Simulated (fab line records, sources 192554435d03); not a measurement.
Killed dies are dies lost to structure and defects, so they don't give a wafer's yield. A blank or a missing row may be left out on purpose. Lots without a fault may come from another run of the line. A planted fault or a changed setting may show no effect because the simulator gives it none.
A struck lot beside a sound one | flow n5_finfet | 18 steps out of a route of 1938
Sound: wafers L951.1, L951.3, L951.6. Struck: wafers L946.2, L946.5, L946.6. The cause comes at the end.
At each step with rows: each side's tool, then ch and its chambers, then its first start. Under that, the readings that differ: sound wafers | struck wafers | difference of the means | sigmas: that difference in standard deviations of wafers without a fault.
alike: readings whose means differ by less than 2 such deviations, and words and numbers that are the same on both sides. not compared: withheld readings, readings that some wafer has no value for, bounds like >300 that may hide the same value, and numbers for which the record gives no deviation and whose values overlap.
The two part at a step that has a row with sigmas, a row that says differs or no value, or rows on one side only. Numbers that don't overlap but have no deviation are shown without sigmas and don't part them. A reading that every wafer of one side lacks parts them only if that side has two wafers or more.

N5_BEOL_M10_ETCH_61: etches SiARC in CF4, target depth 39 nm, time 65 s.
  sound on rie_diel-06 ch 1,2,3, day 14 11:10; struck on rie_diel-03 ch 2,3, day 14 00:03
  alike: drypump_motor_current_A, etch_rf_on_time_s, oes_product_au, rf_vpp_V, showerhead_plenum_p_Torr, throttle_valve_pct
  not compared: rf_hours_counter_h
N5_BEOL_M10_ETCH_62: etches SOC in N2/H2, target depth 110 nm, overetch 22 nm, time 165 s.
  sound on rie_diel-06 ch 1,2,3, day 14 11:13; struck on rie_diel-03 ch 2,3, day 14 00:06
  alike: drypump_motor_current_A, oes_product_au, rf_vpp_V, showerhead_plenum_p_Torr, throttle_valve_pct
  not compared: rf_hours_counter_h
then, 1 step without rows for these wafers: N5_BEOL_M10_STRIP_68 (strips in N2/H2).
N5_BEOL_M10_STRIP_67: strips in CF4.
  sound on rie_diel-06 ch 1,2,3, day 14 11:22; struck on rie_diel-03 ch 2,3, day 14 00:15
  alike: drypump_motor_current_A, oes_product_au, power_w, rf_vpp_V, showerhead_plenum_p_Torr, throttle_valve_pct
  not compared: rf_hours_counter_h
N5_BEOL_M10_HM_OPEN_17: chemistry Cl2/BCl3, target TiN, target depth 20 nm, overetch 6 nm.
  sound on rie_metal-02 ch 0,1, day 14 11:25; struck on rie_metal-02 ch 0,1, day 14 00:17
  alike: drypump_motor_current_A, oes_product_au, throttle_valve_pct
  not compared: rf_hours_counter_h
N5_BEOL_M10_STRIP_19: strips in O2.
  sound on rie_diel-06 ch 1,2, day 14 11:31; struck on rie_diel-02 ch 0,2,3, day 14 00:29
  alike: drypump_motor_current_A, oes_product_au, rf_vpp_V, showerhead_plenum_p_Torr, throttle_valve_pct
  not compared: rf_hours_counter_h
N5_BEOL_M10_CD_MEAS_18: pitch 140 nm, target cd 70 nm.
  sound on cd_sem-01, day 14 11:35; struck on cd_sem-01, day 14 00:34
  reading    | sound          | struck         | difference | sigmas
  cd_nm (nm) | 71.9 70.7 70.8 | 69.3 69.3 69.7 | -1.7       | -3
then, 5 steps without rows for these wafers: N5_BEOL_M10_COAT_63 (time 60 s, resist thk 100 nm); N5_BEOL_M10_COAT_64 (time 60 s, resist thk 30 nm); N5_BEOL_M10_COAT_22 (resist thk 90 nm); N5_BEOL_M10_EBR_24; N5_BEOL_M10_SOFTBAKE_23 (time 60 s).
N5_BEOL_M10_EXPOSE_25: exposes mask V9.
  sound on arfi_scanner-02 ch 0, day 14 11:45; struck on arfi_scanner-03 ch 0, day 14 02:14
  reading              | sound             | struck            | difference | sigmas
  exposure_dose_mJ_cm2 | 85.52 85.28 85.40 | 80.62 80.55 80.51 | -4.84      | -55
  alike: mask, focus_offset_nm
then, 2 steps without rows for these wafers: N5_BEOL_M10_PEB_26 (peb time 60 s); N5_BEOL_M10_DEVELOP_27 (develop time 30 s).
N5_BEOL_M10_CD_MEAS_28: target cd 70 nm.
  sound on cd_sem-02 ch 0, day 14 11:53; struck on cd_sem-01 ch 0, day 14 02:21
  reading    | sound          | struck         | difference | sigmas
  cd_nm (nm) | 69.5 70.1 69.1 | 64.6 64.6 64.7 | -4.9       | -5
N5_BEOL_M10_OVL_MEAS_29:
  sound on overlay-01 ch 0, day 14 11:55; struck on overlay-02 ch 0, day 14 02:23
  alike: V9_OVL
-- the record jumps here: 2 days lie between the struck wafers' starts before and after (it left off in module BEOL_M10 and takes up again in module PASSIVATION, whose first step shown is number 1936 of the route) --
N5_PASSIVATION_PROBE_49:
  sound on prober-02, day 16 18:55; struck on prober-02, day 16 09:19
  reading         | sound  | struck   | difference | sigmas
  killed_at_M4_up | 17 9 6 | 31 27 18 | +15        | +2
  alike: defect_limited_yield, killed_at_M0_to_M3, killed_at_contacts, killed_at_front_end, killed_at_other, killed_dies, killed_on_rim, killed_open, killed_short, sort_bin_4_leakage, sort_bin_5_function, sort_bin_6_memory, sort_n_pass, sort_yield_pct

WHERE THEY PART
First at N5_BEOL_M10_CD_MEAS_18; last, within this record, at N5_PASSIVATION_PROBE_49.

WHY: what the simulator had put in
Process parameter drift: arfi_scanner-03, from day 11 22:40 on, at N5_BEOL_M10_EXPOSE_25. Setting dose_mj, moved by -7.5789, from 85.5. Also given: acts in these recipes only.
